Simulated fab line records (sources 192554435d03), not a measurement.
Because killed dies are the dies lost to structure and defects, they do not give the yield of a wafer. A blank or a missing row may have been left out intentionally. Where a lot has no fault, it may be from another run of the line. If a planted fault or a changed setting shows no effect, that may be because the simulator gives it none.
fab line records :: flow n5_finfet
[record]
  lots = 4
  wafers = 12
  last_day = 19
route steps=1938 shown GATE_CUT@494 MOL_CONTACT_COAG@517 PASSIVATION@1936
lots that met no fault: taken from a fault-free run of the same line
start_h: the number of hours between the record's first day and the start of the first shown wafer of the lot :: wait_h: time in hours since the lot's previous step :: " same as the row above :: L1.1+2: a row that stands for several wafers :: - value missing, or start not given :: * or withheld: withheld :: < > ~ a bound
route shown NAME@n: NAME is a module with steps in the file, n the number in the route of the first one :: usual: mean and standard deviation over wafers with no fault :: same: alike in all rows :: chamber/n: place in a boat :: sites: each site's reading :: _std_site: standard deviation across them :: _edge_site: inner sites' mean taken away from outer sites' mean :: radius_mm: how far each site lies from the wafer's centre :: mask NAME#n: copy n :: behind: the tool/chamber that last shaped the wafer :: hold: why the lot went on hold/how many hours it stayed there/how the hold came to an end :: device: transistor that didn't switch, given as n, p or np :: end of line: the same wafers' tests at the end of the route :: where a step has no rows: the recipe by itself :: killed: at the first sort, the dies lost to defects and structure; wafer yield is something else :: map: a wafer's dies, x killed, . not, _ none there
set.NAME: setting as actually run; set.NAME@STEP: the setting as run at that earlier step :: model.NAME: the simulator's own value behind a step, which no gauge read
a table for each step, a row for each wafer; lots at some steps of the route
[[steps]]
[step N5_GATE_CUT_STRIP_38]
[recipe]
  chemistry = N2/H2
  temp_c = 40
  n2_flow_sccm = 200
  h2_flow_sccm = 200
  rf_frequency_hz = 6e+07
[step N5_GATE_CUT_STRIP_39]
[recipe]
  chemistry = N2/H2
  temp_c = 40
  n2_flow_sccm = 200
  h2_flow_sccm = 200
  rf_frequency_hz = 6e+07
[step N5_GATE_CUT_HM_OPEN_40]
[recipe]
  chemistry = C4F6/O2
  target = SiO2
  mask_material = SiARC
  target_depth_a = 1390
  time_s = 85.1
  ion_energy_ev = 250
  pressure_mtorr = 30
  source_w = 345
  bias_w = 185
  Ar_flow_sccm = 300
  C4F6_flow_sccm = 10
  O2_flow_sccm = 10
  ends = cleared
[step N5_GATE_CUT_STRIP_41]
[recipe]
  chemistry = CF4
  resist = SiARC
  power_w = 300
  bias_power_w = 75
  pressure_mtorr = 50
  cf4_flow_sccm = 150
  rf_frequency_hz = 6e+07
[step N5_GATE_CUT_STRIP_42]
[recipe]
  chemistry = O2
  power_w = 400
  temp_c = 40
  pressure_mtorr = 30
  rf_frequency_hz = 6e+07
  bias_power_w = 0
  overash_fraction = 0.3
  o2_flow_sccm = 225
[step N5_GATE_CUT_ETCH_19]
[recipe]
  chemistry = CH3F/O2
  target = SiNx
  mask_material = SiO2
  target_depth_a = 537
  time_s = 76.7
  pressure_mtorr = 30
  source_w = 395
  bias_w = 73
  Ar_flow_sccm = 150
  CH3F_flow_sccm = 30
  O2_flow_sccm = 20
  ion_energy_ev = 120
  ends = cleared
[step N5_GATE_CUT_CUT_ETCH_53]
[recipe]
  chemistry = SF6/Cl2
  target = W
  mask_material = SiO2
  target_depth_a = 792
  pressure_mtorr = 8
  icp_w = 900
  bias_w = 80
  SF6_flow_sccm = 40
  Cl2_flow_sccm = 60
  ends = cleared
[step N5_GATE_CUT_CUT_ETCH_54]
[recipe]
  chemistry = Cl2/BCl3
  target = TiN
  mask_material = SiO2
  target_depth_a = 967
  pressure_mtorr = 10
  icp_w = 1000
  bias_w = 126
  Cl2_flow_sccm = 53.25
  bcl3_flow_sccm = 21.75
  Ar_flow_sccm = 25
  ends = cleared
[step N5_GATE_CUT_CUT_ETCH_55]
[recipe]
  chemistry = BCl3
  target = HfO2
  mask_material = SiO2
  target_depth_a = 32
  ion_energy_ev = 30
  pressure_mtorr = 5
  icp_w = 450
  bias_w = 18
  bcl3_flow_sccm = 80
[step N5_GATE_CUT_ETCH_47]
[recipe]
  chemistry = Cl2/BCl3
  target = SiO2
  target_depth_a = 100
  pressure_mtorr = 10
  icp_w = 1000
  bias_w = 126
  Cl2_flow_sccm = 53.25
  bcl3_flow_sccm = 21.75
  Ar_flow_sccm = 25
[step N5_GATE_CUT_VAPOR_ETCH_48]
[recipe]
  chemistry = BCl3/Cl2
  target = TiN
  mode = isotropic
[step N5_GATE_CUT_VAPOR_ETCH_49]
[recipe]
  chemistry = BCl3/Cl2
  target = TiAlC
  mode = isotropic
[step N5_GATE_CUT_VAPOR_ETCH_51]
[recipe]
  chemistry = BCl3/Cl2
  target = HfO2
  mode = isotropic
[usual]
  drypump_motor_current_A = 5.4/0.46
  oes_product_au = 0.76/0.11
lot.wafer: L321.1
tool: rie_metal-02
chamber: 1
start_h: 141.27
wait_h: 0.0
drypump_motor_current_A: 5.0
oes_product_au: 0.67

lot.wafer: L321.3
tool: rie_metal-02
chamber: 1
start_h: 141.27
wait_h: 0.0
drypump_motor_current_A: 5.0
oes_product_au: 0.68

lot.wafer: L321.4
tool: rie_metal-02
chamber: 0
start_h: 141.27
wait_h: 0.0
drypump_motor_current_A: 6.0
oes_product_au: 0.86

lot.wafer: L329.1
tool: rie_metal-02
chamber: 0
start_h: 187.62
wait_h: 0.0
drypump_motor_current_A: 6.0
oes_product_au: 0.85

lot.wafer: L329.3
tool: rie_metal-02
chamber: 1
start_h: 187.62
wait_h: 0.0
drypump_motor_current_A: 5.0
oes_product_au: 0.66

lot.wafer: L329.5
tool: rie_metal-02
chamber: 0
start_h: 187.62
wait_h: 0.0
drypump_motor_current_A: 6.0
oes_product_au: 0.85

lot.wafer: L330.1
tool: rie_metal-03
chamber: 1
start_h: 193.36
wait_h: 0.0
drypump_motor_current_A: 5.4
oes_product_au: 0.80

lot.wafer: L330.2
tool: rie_metal-03
chamber: 0
start_h: 193.36
wait_h: 0.0
drypump_motor_current_A: 5.9
oes_product_au: 0.63

lot.wafer: L330.6
tool: rie_metal-03
chamber: 0
start_h: 193.36
wait_h: 0.0
drypump_motor_current_A: 5.9
oes_product_au: 0.63

lot.wafer: L331.3
tool: rie_metal-02
chamber: 0
start_h: 200.60
wait_h: 0.0
drypump_motor_current_A: 6.1
oes_product_au: 0.83

lot.wafer: L331.4
tool: rie_metal-02
chamber: 1
start_h: 200.60
wait_h: 0.0
drypump_motor_current_A: 5.0
oes_product_au: 0.66

lot.wafer: L331.6
tool: rie_metal-02
chamber: 1
start_h: 200.60
wait_h: 0.0
drypump_motor_current_A: 5.0
oes_product_au: 0.66
[step N5_GATE_CUT_STRIP_21]
[recipe]
  chemistry = N2/H2
  time_s = 30
  power_w = 1000
  temp_c = 250
  pressure_mtorr = withheld
  n2_flow_sccm = 1750
  h2_flow_sccm = 3250
[step N5_GATE_CUT_STRIP_29]
[recipe]
  chemistry = post_etch_residue_remover
  time_s = 60
  temp_c = 25
  remover_ph = withheld
  remover_water_wt_pct = withheld
  remover_fluoride_wt_pct = withheld
[step N5_GATE_CUT_SRD_52]
[recipe]
  dry = ipa_marangoni
  time_s = 30
  temp_c = 23
  rinse_liquid = diw
[step N5_GATE_CUT_ALD_22]
[recipe]
  material = SiNx
  target_thk_a = 160
  temp_c = 400
  ald_precursor_family = SiH2I2
  ald_co_reactant = N2/H2-plasma
  pulse_time_s = 1
  ald_cycles = 320
  purge_time_s = 2
  co_reactant_purge_time_s = 2
  pressure_torr = 2
[step N5_GATE_CUT_CMP_23]
[recipe]
  stop_on = SiO2
  t_overpolish_s = 23.4
  post_cmp_clean = alkaline_brush
  down_force_psi = 2.5
  platen_rpm = 51.8
  pad_velocity_m_s = 1.0307
  target_thk_nm = 16
[step N5_GATE_CUT_CMP_43]
[recipe]
  material = SiO2
  post_cmp_clean = rinse_only
[step N5_GATE_CUT_CMP_61]
[recipe]
  stop_on = SiNx
  t_overpolish_s = 3
  post_cmp_clean = alkaline_brush
  down_force_psi = 4
  platen_rpm = 27.09
  pad_velocity_m_s = 0.539
[step N5_MOL_CONTACT_COAG_COAT_103]
[recipe]
  resist = SOC
  temp_c = 250
  time_s = 60
  spin_rpm = 1500
  resist_thk_nm = 80
[step N5_MOL_CONTACT_COAG_COAT_104]
[recipe]
  resist = SiARC
  temp_c = 220
  time_s = 60
  spin_rpm = 1500
  resist_thk_nm = 12
[step N5_MOL_CONTACT_COAG_COAT_58]
[recipe]
  resist = underlayer
  temp_c = 205
  time_s = 60
  spin_rpm = 1500
  resist_thk_nm = 10
[step N5_MOL_CONTACT_COAG_COAT_02]
[recipe]
  resist = CAR-EUV
  spin_rpm = 1500
  resist_thk_nm = 30
[step N5_MOL_CONTACT_COAG_EBR_04]
[recipe]
  solvent = PGMEA
  ebr_width_mm = 1.5
[step N5_MOL_CONTACT_COAG_SOFTBAKE_03]
[recipe]
  temp_c = 110
  time_s = 60
  resist = CAR-EUV
[step N5_MOL_CONTACT_COAG_EXPOSE_05]
[recipe]
  mask_id = CA
  na = 0.33
  source_shape = annular
  sigma_inner = 0.4
  sigma_outer = 0.8
  polarization = unpolarized
  defocus_nm = 0
  dose_mj = 38.25
[step N5_MOL_CONTACT_COAG_PEB_06]
[recipe]
  peb_temp_c = 100
  peb_time_s = 60
  resist = CAR-EUV
[step N5_MOL_CONTACT_COAG_DEVELOP_07]
[recipe]
  develop_time_s = 30
  developer = TMAH
  resist = CAR-EUV
  rinse_liquid = surfactant_rinse
  dry = air_spin
  dev_temp_c = 23
[step N5_MOL_CONTACT_COAG_DESCUM_13]
[recipe]
  chemistry = O2
  time_s = 7
  source_power_w = 50
  bias_power_w = 20
  pressure_mtorr = 20
  rf_frequency_hz = 2.712e+07
  temp_c = 40
  resist = CAR-EUV
  o2_flow_sccm = 225
[step N5_MOL_CONTACT_COAG_ETCH_59]
[recipe]
  chemistry = N2/H2
  target = underlayer
  target_depth_a = 130
  mask_material = CAR-EUV
  time_s = 10.4
  ion_energy_ev = 200
  pressure_mtorr = 30
  source_w = 840
  bias_w = 150
  n2_flow_sccm = 200
  h2_flow_sccm = 200
  ends = cleared
[step N5_MOL_CONTACT_COAG_ETCH_105]
[recipe]
  chemistry = CF4
  target = SiARC
  target_depth_a = 156
  mask_material = CAR-EUV
  time_s = 26
  ion_energy_ev = 80
  pressure_mtorr = 40
  source_w = 545
  bias_w = 36
  Ar_flow_sccm = 100
  cf4_flow_sccm = 100
  ends = cleared
[step N5_MOL_CONTACT_COAG_ETCH_106]
[recipe]
  chemistry = N2/H2
  target = SOC
  target_depth_a = 800
  overetch_a = 160
  mask_material = SiARC
  temp_c = 40
  time_s = 120
  ion_energy_ev = 200
  pressure_mtorr = 30
  source_w = 840
  bias_w = 150
  n2_flow_sccm = 200
  h2_flow_sccm = 200
[step N5_MOL_CONTACT_COAG_STRIP_107]
[recipe]
  chemistry = N2/H2
  temp_c = 40
  n2_flow_sccm = 200
  h2_flow_sccm = 200
  rf_frequency_hz = 6e+07
[step N5_MOL_CONTACT_COAG_STRIP_108]
[recipe]
  chemistry = N2/H2
  temp_c = 40
  n2_flow_sccm = 200
  h2_flow_sccm = 200
  rf_frequency_hz = 6e+07
[step N5_MOL_CONTACT_COAG_CONTACT_ETCH_14]
[recipe]
  chemistry = C4F6/O2
  target = SiO2
  target_depth_a = 275
  overetch_a = 85
  mask_material = SOC
  pressure_mtorr = 30
  source_w = 370
  bias_w = 185
  Ar_flow_sccm = 300
  C4F6_flow_sccm = 16
  O2_flow_sccm = 10
  time_s = 20
  ion_energy_ev = 259.6
[step N5_PASSIVATION_PROBE_49]
[usual]
  killed_at_M0_to_M3 = 36/11
  killed_at_M4_up = 13/5.1
  killed_at_contacts = 14/4.9
  killed_at_front_end = 41/10
  killed_at_other = 3.4/2.6
  killed_dies = 107/16
  killed_open = 70/11
  killed_short = 36/7.8
[same]
  gross_dies = 1180
  killed_at_back_side = 0
lot.wafer: L329.3
tool: prober-02
chamber: -
start_h: 460.48
wait_h: 0.1
killed_at_M0_to_M3: 21
killed_at_M4_up: 8
killed_at_contacts: 4
killed_at_front_end: 179
killed_at_other: 1
killed_dies: 213
killed_open: 39
killed_short: 23

lot.wafer: L331.4
tool: prober-01
chamber: -
start_h: 461.18
wait_h: 0.2
killed_at_M0_to_M3: 54
killed_at_M4_up: 7
killed_at_contacts: 9
killed_at_front_end: 187
killed_at_other: 4
killed_dies: 261
killed_open: 74
killed_short: 27

lot.wafer: L331.6
tool: prober-01
chamber: -
start_h: 461.28
wait_h: 0.3
killed_at_M0_to_M3: 51
killed_at_M4_up: 12
killed_at_contacts: 8
killed_at_front_end: 175
killed_at_other: 0
killed_dies: 246
killed_open: 68
killed_short: 37
// killed by level:class
L329.3 GATE_CUT:unspecified=147 FIN_SAQP:geometric_particle:open=11 FIN_SAQP:geometric_particle:short=8 BEOL_M0_SAQP:geometric_particle:short=6 GATE_CUT:geometric_particle:open=4 MOL_CONTACT_COAG:geometric_particle:open=4 BEOL_M2:geometric_particle:open=3 BEOL_M3:geometric_particle:open=3
L331.4 GATE_CUT:unspecified=158 BEOL_M3:geometric_particle:open=15 BEOL_M0_SAQP:geometric_particle:open=13 BEOL_M1:geometric_particle:open=9 FIN_SAQP:geometric_particle:open=8 BEOL_M0_SAQP:geometric_particle:short=8 STI_FIN_REVEAL:geometric_particle:open=5 MOL_CONTACT_COAG:geometric_particle:short=5
L331.6 GATE_CUT:unspecified=139 BEOL_M0_SAQP:geometric_particle:open=10 BEOL_M0_SAQP:geometric_particle:short=9 BEOL_M1:geometric_particle:open=8 MOL_CONTACT_COAG:geometric_particle:open=7 BEOL_M3:geometric_particle:short=7 BEOL_M3:geometric_particle:open=7 STI_FIN_REVEAL:geometric_particle:open=6
// map L329.3 (x killed, . not)
_________________.......x....________________
______________....x.........x..._____________
___________........x...............__________
__________.....x....x..x...x........_________
________.....x........x.....x........._______
_______........x.....................xx______
______....x....x...........xxxxx.xxxx..._____
_____.....x...............xxxxxxxxxx.x...____
____.....................xxxxxxxxxxxx.x.x.___
___.....................xxxxxxxxxxxxxx.....__
___........x...x......xx.xxxxxxxxxxxx..x...__
__..........x.......x..xxxxxxxxxxxxxx.xx...._
__...................x..xxxxxxxxxxxxx..x..x._
_............x......xx...xxxxxxxxxxxxxx......
_...................x...x.xxxxxxxxxx.x.......
_..........x.x......x....xxxxxxxxxxxx.xx.....
_...................x.....x.xxxx.xx.xx.....xx
_........x...................x..x.xxx.......x
_.............................x..............
_.........x...........................x....x.
_...........................x...............x
__...........................xx........x...._
__....x.............x..............x........_
___..........x..x.......x..................__
___.xx..........................x..........__
____.....x.......x........................___
_____..........................x.......x.____
______.................................._____
_______.....x.x....................x...______
________......x........x.............._______
__________....x....................._________
___________......x................x__________
______________....x............._____________
_________________............________________
// map L331.4 (x killed, . not)
_________________...x..x.....________________
______________.................._____________
___________.xx.....................__________
__________...................x..x..._________
________...x.......x...............x.._______
_______.........x...............x......______
______...................xxxxxx.xxx.x..._____
_____............x...x.x...xxxxxxxx..x.x.____
____....................xxxxxxxxxxxx.x.x..___
___...........x.....x.x.xxxxxxxxxxxxxxxx.x.__
___....................xxxxxxxxxxxxxxxxxx..__
__....x...x......x.....x.xxxxxxxxxxxxx..x..._
__x...........x...x.....xxxxxxxxxxxxxxxx...._
_....x.......x.x.......xxxxxxxxxxxxxxxx......
_........x...............xxxxxxxxxxxx.....x..
_.......x.................xxxxxxxxxxxxx.....x
_x.x.......x.....x...x...xxxxxxxxxx..xx......
_..x...x..x.x....x.x....x...xx.x.xx........x.
_.....................x....xxxx...........xx.
_.....x...............x.....x.....x..........
_..........x.x..x..............x..xx...x..x..
__.........x.x..........................x.x._
__.x.............x...........x.......x......_
___..........x.x.x..x.....x.....x..........__
___.x..x.......................x...........__
____x.........x..x......x.................___
_____....................................____
______...........x.....x....x..........._____
_______...........x..........x....x....______
________.............x.x.............._______
__________x...x........x........x..._________
___________....x...........x.......__________
______________..x......x...xx.x._____________
_________________..x.........________________
[[key]]
[first_sign]
  step = N5_PASSIVATION_PROBE_49
  reading = killed_at_front_end
  direction = up
  sigmas = 14
  usual = 41
  struck = 180
[effect]
  step = N5_PASSIVATION_PROBE_49
  reading = killed_dies
  direction = up
  sigmas = 8.4
  usual = 107
  struck = 240
[more_kills_born_at]
  N5_GATE_CUT_VAPOR_ETCH_51@rie_metal-02 = 443
met_at N5_GATE_CUT_VAPOR_ETCH_51
struck_wafers L329.3,L331.4,L331.6
tester_left_out L329,L331
onset_between 141.27 187.62
[fault]
  kind = chamber_particle_source
  tool = rie_metal-02
  chamber = 1
  onset_h = 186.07
  steps = N5_GATE_CUT_VAPOR_ETCH_51
  rate_per_visit_cm2 = 1.57
  end_h = 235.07
// tester_left_out: of these lots the tester's yield and bins aren't shown, on N5 and GAA mostly nor the transistor test; their killed dies are dies lost to structure and defects alone, not to doping, threshold or leakage, so they don't give the yield
